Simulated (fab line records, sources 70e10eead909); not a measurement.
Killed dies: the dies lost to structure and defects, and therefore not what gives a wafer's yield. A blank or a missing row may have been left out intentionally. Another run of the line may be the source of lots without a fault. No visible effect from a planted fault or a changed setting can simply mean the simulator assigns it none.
fab line records ; flow nandHarc
[record] lots = 5; wafers = 15; lastDay = 31
route steps=1302 shown P_CONTACT@228
lots untouched by any fault: they come from a run of this same line in which no faults occurred
startH: hours from the record's first day to the start of the lot's first wafer shown ; waitH: hours since the lot's step before ; " identical to the entry in the row above ; L1.1+2: a single row standing in for several wafers ; - no value present, or no start provided ; * or withheld: withheld ; < > ~ a bound
route shown NAME@n: NAME is a module with steps in the file, n the number in the route of the first one ; usual: mean/standard deviation taken from wafers without a fault ; same: alike in all rows ; chamber/n: place in a boat ; sites: each site's reading ; _std_site: their standard deviation ; _edge_site: outer sites' mean less inner sites' ; radiusMm: for every site, how far away it sits from the centre of the wafer ; mask NAME#n: copy n ; behind: the last tool/chamber to shape the wafer ; hold: reason for holding the lot/hours on hold/outcome of the hold ; device: the n, p or np transistor that did not switch ; end of line: the tests these same wafers got at the end of their route ; where a step has no rows: the recipe by itself ; killed: dies that structure and defects cost at the first sort, which is not the same as the wafer's yield ; map: a wafer's dies, x killed, . not, _ none there
set.NAME: the setting the step ran with; set.NAME@STEP: the setting that earlier step ran with ; model.NAME: the simulator's own value behind a step, which no gauge read
a table for each step, a row for each wafer; lots at some steps of the route
services: when a tool's chamber went out of use (startH, in hours from the record's first day, below 0 if earlier), for how many hours, and the reason
[[steps]]
[step NHARC_P_CONTACT_EBR_08]
[step NHARC_P_CONTACT_EXPOSE_09]
[recipe] na = 1.35; targetCdNm = 90; doseMj = 81.26; maskId = P_CA
[step NHARC_P_CONTACT_PEB_10]
[recipe] pebTempC = 100; pebTimeS = 65
[step NHARC_P_CONTACT_DEVELOP_11]
[recipe] developTimeS = 35; devTempC = 23
[step NHARC_P_CONTACT_CD_MEAS_12]
[recipe] targetCdNm = 90; landingEnergyEv = 500
[usual] cdNm = 90.2/0.62
lot.wafer;tool;chamber;startH;waitH;cdNm
L357.1;cdSem-03;0;114.39;-;91.2
L357.4;cdSem-03;0;114.39;-;90.6
L357.6;cdSem-03;0;114.39;-;91.2
L358.2;cdSem-01;0;127.50;-;90.5
L358.5;cdSem-01;0;127.50;-;91.4
L358.6;cdSem-01;0;127.50;-;91.0
L369.2;cdSem-02;0;236.65;-;90.3
L369.5;cdSem-02;0;236.65;-;89.7
L369.6;cdSem-02;0;236.65;-;89.8
L374.2;cdSem-02;0;282.68;-;90.2
L374.3;cdSem-02;0;282.68;-;89.8
L374.4;cdSem-02;0;282.68;-;89.9
L375.2;cdSem-03;0;300.99;-;89.6
L375.3;cdSem-03;0;300.99;-;89.6
L375.4;cdSem-03;0;300.99;-;89.5
[step NHARC_P_CONTACT_OVL_MEAS_13]
[usual] overlayXNm = 0.2/0.82; overlayYNm = -0.1/0.74
lot.wafer;tool;chamber;startH;waitH;overlayXNm;overlayYNm
L357.1;overlay-02;-;114.48;-;0.9;-1.5
L357.4;overlay-02;-;114.48;-;1.3;-1.4
L357.6;overlay-02;-;114.48;-;1.1;-1.8
L358.2;overlay-02;-;127.59;-;0.6;1.1
L358.5;overlay-02;-;127.59;-;0.3;1.0
L358.6;overlay-02;-;127.59;-;0.0;1.1
L369.2;overlay-01;-;236.74;-;0.3;0.6
L369.5;overlay-01;-;236.74;-;-0.2;0.7
L369.6;overlay-01;-;236.74;-;0.0;0.1
L374.2;overlay-01;-;282.77;-;-1.5;0.3
L374.3;overlay-01;-;282.77;-;-1.4;-0.7
L374.4;overlay-01;-;282.77;-;-1.7;0.1
L375.2;overlay-01;-;301.07;-;0.9;-0.5
L375.3;overlay-01;-;301.07;-;0.7;-0.2
L375.4;overlay-01;-;301.07;-;0.5;-0.6
[step NHARC_P_CONTACT_INSPECT_14]
[usual] rawDefectCount = 4.4/2.3
lot.wafer;tool;chamber;startH;waitH;rawDefectCount
L357.1;defectInspect-01;-;114.53;0.0;4
L357.4;defectInspect-01;-;114.53;0.0;1
L357.6;defectInspect-01;-;114.53;0.0;3
L358.2;defectInspect-01;-;127.62;0.0;2
L358.5;defectInspect-01;-;127.62;0.0;1
L358.6;defectInspect-01;-;127.62;0.0;5
L369.2;defectInspect-02;-;236.77;0.0;4
L369.5;defectInspect-02;-;236.77;0.0;3
L369.6;defectInspect-02;-;236.77;0.0;2
L374.2;defectInspect-01;-;282.81;0.0;2
L374.3;defectInspect-01;-;282.81;0.0;2
L374.4;defectInspect-01;-;282.81;0.0;4
L375.2;defectInspect-01;-;301.11;0.0;6
L375.3;defectInspect-01;-;301.11;0.0;2
L375.4;defectInspect-01;-;301.11;0.0;5
[step NHARC_P_CONTACT_DESCUM_17]
[recipe] timeS = 3; o2FlowSccm = 200; arFlowSccm = 0; biasPowerW = 0; chemistry = O2
[usual] drypumpMotorCurrentA = 5.62/0.23; oesProductAu = 0.995/0.012; rfVppV = 57.7/0.9; showerheadPlenumPTorr = 1.90/0.079; throttleValvePct = 11.310/0.0085
lot.wafer;tool;chamber;startH;waitH;drypumpMotorCurrentA;oesProductAu;rfHoursCounterH;rfVppV;showerheadPlenumPTorr;throttleValvePct
L357.4;rieDiel-07;2;114.59;0.1;5.23;1.001;3.9;59.8;2.05;11.283
L357.1;rieDiel-07;0;114.59;0.1;5.54;1.000;3.0;58.1;1.83;11.321
L357.6;rieDiel-07;1;114.59;0.1;5.50;1.012;-;58.2;1.82;11.301
L358.2;rieDiel-13;1;127.70;0.1;5.66;0.992;3.7;56.6;2.01;11.300
L358.5;rieDiel-13;3;127.70;0.1;5.41;0.979;-;57.1;1.86;11.307
L358.6;rieDiel-13;0;127.70;0.1;5.88;1.006;-;57.1;1.82;11.305
L369.2;rieDiel-13;1;236.83;0.1;5.64;0.983;0.6;56.7;2.01;11.309
L369.6;rieDiel-13;1;236.83;0.1;5.66;0.982;-;58.9;2.01;11.318
L369.5;rieDiel-13;2;236.83;0.1;6.11;1.001;-;57.0;1.87;11.306
L374.3;rieDiel-02;1;282.87;0.1;5.93;0.995;1.8;57.3;1.83;11.323
L374.2;rieDiel-02;2;282.87;0.1;5.66;0.991;4.1;58.0;1.88;11.318
L374.4;rieDiel-02;0;282.87;0.1;5.50;0.982;3.8;57.8;2.00;11.312
L375.2;rieDiel-02;0;301.17;0.1;5.54;0.983;5.1;58.1;2.00;11.311
L375.4;rieDiel-02;1;301.17;0.1;5.99;0.997;2.8;56.4;1.83;11.317
L375.3;rieDiel-02;2;301.17;0.1;5.68;0.992;4.8;57.2;1.88;11.324
[step NHARC_P_CONTACT_ETCH_35]
[recipe] targetDepthA = 390; overEtchFrac = 0.3; timeS = 65; ionEnergyEv = 80; cf4FlowSccm = 150; arFlowSccm = 0; rfW = 300; biasW = 100; chemistry = CF4
[usual] drypumpMotorCurrentA = 5.62/0.23; oesProductAu = 0.995/0.012; rfVppV = 151.3/1.1; runLengthS = 86.5/0.45; showerheadPlenumPTorr = 1.76/0.071; throttleValvePct = 13.284/0.0092
lot.wafer;tool;chamber;startH;waitH;drypumpMotorCurrentA;oesProductAu;rfHoursCounterH;rfVppV;runLengthS;showerheadPlenumPTorr;throttleValvePct
L357.1;rieDiel-07;0;114.68;0.1;5.53;0.995;3.0;150.8;86.5;1.70;13.274
L357.4;rieDiel-07;2;114.68;0.1;5.24;1.008;3.9;152.9;87.3;1.89;13.278
L357.6;rieDiel-07;0;114.68;0.1;5.51;1.001;-;151.9;86.7;1.70;13.280
L358.2;rieDiel-13;1;127.78;0.1;5.65;0.983;3.7;151.3;85.6;1.85;13.271
L358.6;rieDiel-13;3;127.78;0.1;5.41;0.972;-;150.2;86.5;1.72;13.276
L358.5;rieDiel-13;0;127.78;0.1;5.89;1.006;-;150.3;85.7;1.69;13.281
L369.2;rieDiel-13;3;236.94;0.1;5.39;0.983;2.5;150.5;86.5;1.72;13.274
L369.6;rieDiel-13;0;236.94;0.1;5.89;1.015;-;150.6;86.5;1.69;13.282
L369.5;rieDiel-13;1;236.94;0.1;5.67;0.992;-;152.4;85.5;1.85;13.283
L374.4;rieDiel-02;0;282.95;0.1;5.53;0.994;3.8;153.6;86.0;1.84;13.284
L374.2;rieDiel-02;1;282.95;0.1;5.92;0.995;1.8;151.6;86.1;1.70;13.277
L374.3;rieDiel-02;2;282.95;0.1;5.66;0.987;4.1;151.9;87.3;1.74;13.282
L375.2;rieDiel-02;3;301.26;0.1;5.71;0.991;5.0;150.6;87.0;1.77;13.273
L375.3;rieDiel-02;0;301.26;0.1;5.53;0.996;5.1;152.0;86.1;1.84;13.283
L375.4;rieDiel-02;1;301.26;0.1;5.94;0.995;2.8;151.0;86.2;1.70;13.265
[step NHARC_P_CONTACT_ETCH_36]
[recipe] targetDepthA = 2600; overEtchFrac = 0.25; timeS = 406.25; ionEnergyEv = 200; n2FlowSccm = 150; h2FlowSccm = 150; arFlowSccm = 0; rfW = 400; biasW = 150; chemistry = N2/H2
[usual] drypumpMotorCurrentA = 5.61/0.23; oesProductAu = 0.995/0.011; rfVppV = 430.3/2.5; runLengthS = 427.8/0.4; showerheadPlenumPTorr = 2.03/0.089; throttleValvePct = 14.173/0.0095
lot.wafer;tool;chamber;startH;waitH;drypumpMotorCurrentA;oesProductAu;rfHoursCounterH;rfVppV;runLengthS;showerheadPlenumPTorr;throttleValvePct
L357.4;rieDiel-07;1;-;-;5.49;0.999;4.1;427.2;427.8;1.93;14.182
L357.1;rieDiel-07;2;-;-;5.25;0.990;4.0;433.3;428.6;2.19;14.170
L357.6;rieDiel-07;3;-;-;5.69;0.992;-;432.4;427.7;2.09;14.169
L358.2;rieDiel-13;2;-;-;6.17;0.999;5.0;430.0;428.5;2.00;14.156
L358.6;rieDiel-13;3;-;-;5.42;0.972;-;429.0;428.0;1.98;14.170
L358.5;rieDiel-13;0;-;-;5.87;1.006;-;427.8;427.0;1.94;14.180
L369.2;rieDiel-13;3;-;-;5.42;0.984;2.6;429.4;428.0;1.98;14.178
L369.6;rieDiel-13;3;-;-;5.40;0.983;-;428.0;427.9;1.98;14.196
L369.5;rieDiel-13;0;-;-;5.89;1.010;-;428.6;427.1;1.94;14.164
L374.4;rieDiel-02;0;-;-;5.48;0.995;3.9;432.1;427.3;2.14;14.184
L374.3;rieDiel-02;2;-;-;5.69;0.985;4.2;430.4;428.4;2.00;14.160
L374.2;rieDiel-02;3;-;-;5.76;0.984;4.1;430.3;428.1;2.04;14.178
L375.4;rieDiel-02;3;-;-;5.78;0.998;5.1;430.8;428.0;2.04;14.164
L375.2;rieDiel-02;1;-;-;6.01;0.991;2.9;429.0;427.7;1.95;14.170
L375.3;rieDiel-02;2;-;-;5.69;0.984;4.9;430.0;428.3;2.00;14.153
[step NHARC_P_CONTACT_ETCH_18]
[recipe] targetDepthA = 4810; timeS = 240.5; c4f8FlowSccm = 20; o2FlowSccm = 10; arFlowSccm = withheld; rfW = 600; biasW = 1500; chemistry = C4F8/O2/Ar
[usual] oesProductAu = 0.957/0.018; rfVppV = 977/5.7; runLengthS = 262.0/0.4
lot.wafer;tool;chamber;startH;waitH;oesProductAu;rfHoursCounterH;rfVppV;runLengthS
L357.4;rieDiel-07;2;-;-;0.966;4.1;987;262.7
L357.1;rieDiel-07;0;-;-;0.984;3.3;974;261.9
L357.6;rieDiel-07;3;-;-;0.969;-;980;262.0
L358.2;rieDiel-13;1;-;-;0.950;3.9;985;261.3
L358.5;rieDiel-13;1;-;-;0.957;-;984;261.2
L358.6;rieDiel-13;2;-;-;0.959;-;976;262.3
L369.2;rieDiel-13;0;-;-;0.993;2.7;972;261.6
L369.6;rieDiel-13;1;-;-;0.954;-;984;261.7
L369.5;rieDiel-13;2;-;-;0.959;-;977;262.0
L374.2;rieDiel-02;1;-;-;0.950;2.1;973;262.1
L374.3;rieDiel-02;2;-;-;0.948;4.3;975;262.7
L374.4;rieDiel-02;3;-;-;0.958;4.2;978;262.2
L375.4;rieDiel-02;0;-;-;0.952;5.4;984;262.2
L375.2;rieDiel-02;1;-;-;0.954;2.9;974;261.6
L375.3;rieDiel-02;2;-;-;0.956;5.0;975;262.3
[step NHARC_P_CONTACT_STRIP_37]
[recipe] c4f8FlowSccm = withheld; o2FlowSccm = 8; arFlowSccm = withheld; biasW = 0; chemistry = C4F8/O2/Ar
[step NHARC_P_CONTACT_ETCH_31]
[recipe] targetDepthA = 300; timeS = 85.7; ionEnergyEv = 120; overEtchFrac = 1; ch3fFlowSccm = 50; o2FlowSccm = 30; arFlowSccm = 200; rfW = 500; biasW = 100; chemistry = CH3F/O2
[usual] drypumpMotorCurrentA = 5.63/0.23; oesProductAu = 0.975/0.014; rfVppV = 244.0/1.5; runLengthS = 107.2/0.42; showerheadPlenumPTorr = 2.44/0.098; throttleValvePct = 20.662/0.0094
lot.wafer;tool;chamber;startH;waitH;drypumpMotorCurrentA;oesProductAu;rfHoursCounterH;rfVppV;runLengthS;showerheadPlenumPTorr;throttleValvePct
L357.4;rieDiel-07;1;115.34;-;5.51;0.973;4.2;243.4;107.3;2.34;20.674
L357.1;rieDiel-07;3;115.34;-;5.67;0.971;4.2;244.9;106.7;2.52;20.667
L357.6;rieDiel-07;0;115.34;-;5.50;0.977;-;243.8;107.1;2.36;20.665
L358.2;rieDiel-13;1;128.43;-;5.66;0.974;4.0;245.1;106.5;2.57;20.659
L358.6;rieDiel-13;1;128.43;-;5.63;0.975;-;244.8;106.7;2.58;20.659
L358.5;rieDiel-13;2;128.43;-;6.14;0.979;-;243.8;107.4;2.41;20.669
L369.2;rieDiel-13;2;237.60;-;6.12;0.989;2.8;243.1;72.9;2.41;20.655
L369.6;rieDiel-13;3;237.60;-;5.44;0.964;-;244.5;107.1;2.39;20.672
L369.5;rieDiel-13;0;237.60;-;5.91;1.007;-;240.8;72.5;2.34;20.670
L374.2;rieDiel-02;2;283.61;-;5.68;0.951;4.3;244.7;107.6;2.42;20.667
L374.4;rieDiel-02;3;283.61;-;5.78;0.970;4.2;243.4;107.4;2.46;20.666
L374.3;rieDiel-02;1;283.61;-;5.95;0.981;2.2;242.2;106.9;2.36;20.654
L375.2;rieDiel-02;1;301.91;-;5.94;0.970;3.1;242.3;106.8;2.36;20.652
L375.3;rieDiel-02;2;301.91;-;5.72;0.977;5.0;242.9;108.0;2.42;20.655
L375.4;rieDiel-02;3;301.91;-;5.70;0.961;5.3;245.4;107.4;2.46;20.665
[step NHARC_P_CONTACT_CD_MEAS_19]
[usual] cdNm = 90.1/1.8
lot.wafer;tool;chamber;startH;waitH;cdNm
L357.1;cdSem-02;-;115.46;-;92.0
L357.4;cdSem-02;-;115.46;-;91.5
L357.6;cdSem-02;-;115.46;-;95.0
L358.2;cdSem-02;-;128.56;-;88.8
L358.5;cdSem-02;-;128.56;-;91.2
L358.6;cdSem-02;-;128.56;-;89.7
L369.2;cdSem-01;-;237.71;-;90.1
L369.5;cdSem-01;-;237.71;-;89.3
L369.6;cdSem-01;-;237.71;-;90.5
L374.2;cdSem-03;-;283.74;-;90.8
L374.3;cdSem-03;-;283.74;-;89.6
L374.4;cdSem-03;-;283.74;-;88.5
L375.2;cdSem-01;-;302.04;-;89.4
L375.3;cdSem-01;-;302.04;-;88.7
L375.4;cdSem-01;-;302.04;-;88.5
[[services]]
tool;chamber;startH;hours;kind
rieDiel-13;0;95.00;-;clean
rieDiel-13;1;95.00;-;clean
rieDiel-13;2;95.00;-;clean
rieDiel-13;3;95.00;-;clean
rieDiel-02;0;97.70;-;clean
rieDiel-02;1;97.70;-;clean
rieDiel-02;2;97.70;-;clean
rieDiel-02;3;97.70;-;clean
rieDiel-13;3;109.21;9.9;repair
rieDiel-07;-;117.20;9.0;pm
rieDiel-13;0;119.50;-;clean
rieDiel-02;3;132.18;4.7;repair
rieDiel-13;0;150.60;4.4;repair
rieDiel-02;2;164.09;2.5;repair
rieDiel-13;3;164.43;1.8;repair
rieDiel-07;1;164.52;11.1;repair
rieDiel-13;-;165.00;9.0;pm
rieDiel-07;0;198.93;1.2;repair
rieDiel-13;1;214.47;15.6;repair
rieDiel-02;-;216.70;9.0;pm
rieDiel-07;1;280.75;7.2;repair
rieDiel-13;1;284.42;9.8;repair
rieDiel-02;0;290.11;2.6;repair
rieDiel-07;-;294.20;9.0;pm
[[key]]
[firstSign] step = NHARC_P_CONTACT_ETCH_31; reading = runLengthS; direction = down; sigmas = 83; usual = *; struck = *
effect none on later readings
metAt NHARC_P_CONTACT_ETCH_31
struckWafers L369.2,L369.5
testerLeftOut L369
onsetBetween 128.43 237.60
[fault] kind = processParameterDrift; tool = rieDiel-13; chamber = -; onsetH = 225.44; steps = NHARC_P_CONTACT_ETCH_31; channel = timeS; offset = *; shape = step; endH = 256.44; scope = struckWafersOnly; actsIn = *; stated = *
// testerLeftOut: of these lots the tester's yield and bins aren't shown, on N5 and GAA mostly nor the transistor test; their killed dies are dies lost to structure and defects alone, not to doping, threshold or leakage, so they don't give the yield
